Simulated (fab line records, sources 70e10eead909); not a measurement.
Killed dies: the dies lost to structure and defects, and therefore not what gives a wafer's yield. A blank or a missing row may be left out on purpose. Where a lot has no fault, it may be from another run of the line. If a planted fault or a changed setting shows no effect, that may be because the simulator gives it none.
Struck lot and sound lot, side by side + flow nand harc + 14 out of 1159 route steps
Sound: these wafers, L759.3, L759.5, L759.6. Wafers struck: L752.1, L752.3, L752.6. Last of all comes the cause.
Order at every step that has rows: each side's tool, ch and its chambers, its first start. Under that, the readings that differ: sound wafers + struck wafers + difference of the means + sigmas: that difference in standard deviations of wafers without a fault.
alike: readings whose means differ by less than 2 such deviations, and words and numbers that are the same on both sides. not compared: withheld readings, readings that some wafer has no value for, bounds like >300 that may hide the same value, and numbers for which the record gives no deviation and whose values overlap.
Wherever a step has rows on one side only, a row that says differs or no value, or a row with sigmas, the two part there. Numbers that don't overlap but have no deviation are shown without sigmas and don't part them. A reading missing from all wafers of one side parts the sides only when that side holds two or more wafers.

NHARC_A_CONTACT_ETCH_102: etches the open film in CF4/O2, target depth 70 nm, overetch 7 nm, time 38.5 s.
  sound on rie diel-11 ch 1,2, day 19 18:13; struck on rie diel-01 ch 2,3, day 18 09:42
  alike: chamber pressure mTorr, drypump motor current A, oes product au, rf vpp V, showerhead plenum p Torr, throttle valve pct
  not compared: rf hours counter h
NHARC_A_CONTACT_STRIP_55: strips in O2.
  sound on rie diel-11 ch 2,3; struck on rie diel-01 ch 1,2
  alike: chamber pressure mTorr, drypump motor current A, oes product au, rf vpp V, showerhead plenum p Torr, throttle valve pct
  not compared: rf hours counter h
then, 1 step without rows for these wafers: NHARC_A_CONTACT_STRIP_56 (strips in post etch residue remover, time 600 s).
NHARC_A_CONTACT_DEP_57: deposits aC, target thk 2800 nm.
  sound on acl dep-02 ch 0, day 19 19:27; struck on acl dep-02 ch 0, day 18 13:10
  alike: throttle valve pct
NHARC_A_CONTACT_DEP_58: deposits SiON, target thk 60 nm.
  sound on pecvd-04 ch 0,1,2, day 19 20:37; struck on pecvd-04 ch 0,1,2, day 18 14:56
  alike: heater power w
  not compared: since wet clean h
then, 7 steps without rows for these wafers: NHARC_A_CONTACT_DEHYDRATE_59 (time 120 s); NHARC_A_CONTACT_HMDS_60 (time 30 s); NHARC_A_CONTACT_COAT_61 (time 75 s); NHARC_A_CONTACT_COAT_62 (time 65 s); NHARC_A_CONTACT_COAT_63 (resist thk 90 nm); NHARC_A_CONTACT_SOFTBAKE_64 (time 55 s); NHARC_A_CONTACT_EBR_65.
NHARC_A_CONTACT_EXPOSE_66: exposes mask A CC 2.
  struck on arfi scanner-03, day 18 15:29; sound on arfi scanner-02 ch 0, day 19 21:11
  no value came back on the struck wafers for exposure dose mJ cm2, focus offset nm (nm); on the sound wafers exposure dose mJ cm2 reads 59.03 59.02 59.01
  alike: mask
then, 1 step without rows for these wafers: NHARC_A_CONTACT_PEB_67 (peb time 65 s).

WHERE THEY PART
At NHARC_A_CONTACT_EXPOSE_66 and nowhere else, as far as this record goes.

WHY: whatever the simulator had introduced
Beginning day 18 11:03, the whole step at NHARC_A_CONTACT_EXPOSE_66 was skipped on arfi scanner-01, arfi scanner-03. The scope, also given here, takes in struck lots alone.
